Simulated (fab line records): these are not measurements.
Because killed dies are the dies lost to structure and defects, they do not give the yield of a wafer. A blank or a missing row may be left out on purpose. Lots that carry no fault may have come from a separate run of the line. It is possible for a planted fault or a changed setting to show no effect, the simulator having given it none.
What tool caused it? -- flow n5 finfet -- 10 lots, 30 wafers sampled, at 4 steps of a route of 1938

WHAT THE GAUGES SHOWED, per wafer
N5_BEOL_M4_INSPECT_59: inspects for defects (darkfield). Usual: raw defect count reads 67 (standard deviation 20).
lot,measured,on,raw defect count,flag
L356,day 8 09:46,defect inspect-01,47 52 82,
L355,day 8 18:52,defect inspect-01,97 69 81,
L357,day 8 23:15,defect inspect-02,85 62 47,
L359,day 9 06:32,defect inspect-02,73 58 77,
L360,day 9 19:10,defect inspect-01,44 74 45,
L365,day 11 06:16,defect inspect-02,62 51 43,
L372,day 12 22:36,defect inspect-02,53 80 75,
L370,day 13 03:55,defect inspect-02,96 48 83,
L376,day 14 18:59,defect inspect-01,62 61 64,
L378,day 15 04:50,defect inspect-02,40 45 63,

N5_BEOL_M5_CD_MEAS_11: target cd 27.74 nm. Usual: cd nm reads 27.99 nm (standard deviation 0.27).
lot,measured,on,cd nm (nm),flag
L356,day 8 12:16,cd sem-03,28.48 27.93 28.31,
L355,day 8 20:56,cd sem-02,28.08 27.77 28.18,
L357,day 9 02:44,cd sem-03,27.84 28.02 28.00,
L359,day 9 10:38,cd sem-03,27.75 28.03 27.98,
L360,day 9 22:11,cd sem-03,27.47 27.95 27.38,
L365,day 11 08:38,cd sem-03,28.18 27.91 27.89,
L372,day 13 01:16,cd sem-01,26.38 27.21 26.52,OFF
L370,day 13 06:35,cd sem-03,26.83 26.59 26.88,OFF
L376,day 14 21:47,cd sem-03,27.73 27.80 27.80,
L378,day 15 07:12,cd sem-03,27.68 27.84 27.78,

WHICH TOOL RAN EACH LOT (tool, then ch and the chambers of the sampled wafers, then the start)
lot,N5_BEOL_M4_CO_CAP_55,N5_BEOL_M5_EXPOSE_08
L356,"cvd co-02 ch 0,1,2, day 8 09:34","euv scanner-01 ch 0, day 8 12:09"
L355,"cvd co-01 ch 0,2, day 8 18:39","euv scanner-01 ch 0, day 8 20:49"
L357,"cvd co-02 ch 0,1,2, day 8 23:02","euv scanner-02 ch 0, day 9 02:36"
L359,"cvd co-01 ch 0,1,2, day 9 06:19","euv scanner-02 ch 0, day 9 10:31"
L360,"cvd co-02 ch 0,2, day 9 18:57","euv scanner-02 ch 0, day 9 22:04"
L365,"cvd co-01 ch 0,1,2, day 11 06:03","euv scanner-02 ch 0, day 11 08:30"
L372,"cvd co-02 ch 0,1,2, day 12 22:23","euv scanner-01 ch 0, day 13 01:09"
L370,"cvd co-01 ch 0,2, day 13 03:42","euv scanner-01 ch 0, day 13 06:28"
L376,"cvd co-01 ch 0,1,2, day 14 18:47","euv scanner-02 ch 0, day 14 21:39"
L378,"cvd co-02 ch 1,2, day 15 04:38","euv scanner-02 ch 0, day 15 07:04"
- N5_BEOL_M4_CO_CAP_55: material Co, precursor CCTBA/H2, target thk 2 nm, time 102.1 s.
- N5_BEOL_M5_EXPOSE_08: exposes mask M5, target cd 28 nm.

WHAT THE TOOLS THEMSELVES READ (means of the sampled wafers that have a number; where no wafer has one, the mark that the record gives instead)
N5_BEOL_M4_CO_CAP_55. Usual: heater power w reads 236 W (standard deviation 17).
lot,tool,heater power w (W),flag
L356,cvd co-02,226,
L355,cvd co-01,240,
L357,cvd co-02,225,
L359,cvd co-01,241,
L360,cvd co-02,222,
L365,cvd co-01,244,
L372,cvd co-02,229,
L370,cvd co-01,239,
L376,cvd co-01,241,
L378,cvd co-02,233,

N5_BEOL_M5_EXPOSE_08. Usual: exposure dose mJ cm2 reads 35.64 (standard deviation 0.049).
lot,tool,exposure dose mJ cm2,flag
L356,euv scanner-01,35.70,
L355,euv scanner-01,35.66,
L357,euv scanner-02,35.66,
L359,euv scanner-02,35.60,
L360,euv scanner-02,35.62,
L365,euv scanner-02,35.64,
L372,euv scanner-01,33.67,OFF
L370,euv scanner-01,34.05,OFF
L376,euv scanner-02,35.58,
L378,euv scanner-02,35.58,

THE ANSWER, worked out from the rows above alone
Rule: lot off if the mean of its wafers having a number is beyond 3 standard deviations from the usual mean. Also off: a lot with no number at a reading for which 4 or more lots have one. Any other lot the step has rows for is counted as sound. The gauges are gone through in route order, then the tools' own readings, and for those a lot's mean is taken as printed above. At the first step where some lot is off, the reading lying furthest off is the one used; lots without a number count as furthest.
Off: L372, L370, at N5_BEOL_M5_CD_MEAS_11 (cd nm).
A tool fits if, at a process step before that reading, it ran every lot that is off, and no sound lot after the first of them. Not tried: the gauges at N5_BEOL_M5_CD_MEAS_11; whatever is off there is also off at N5_BEOL_M5_EXPOSE_08, on other tools, and gauge error can't account for it. One fits: N5_BEOL_M5_EXPOSE_08 on euv scanner-01. Its last sound lot is L355 (day 8 20:49), its first lot that is off L372 (day 13 01:09): a fault that began between those two fits.
The tool's own readings at N5_BEOL_M5_EXPOSE_08 bear it out: on the lots that are off they differ by more than 5 times the standard deviation of the sound lots' means. exposure dose mJ cm2 reads 33.86 there against 35.63 on the sound lots.

WHAT THE SIMULATOR HAD INSERTED
Process parameter drift: euv scanner-01, from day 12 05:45 on, at N5_BEOL_M5_EXPOSE_08. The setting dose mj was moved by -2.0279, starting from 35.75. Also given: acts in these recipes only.
Lots struck among those shown: L372, L370. The rule above reached the same finding.
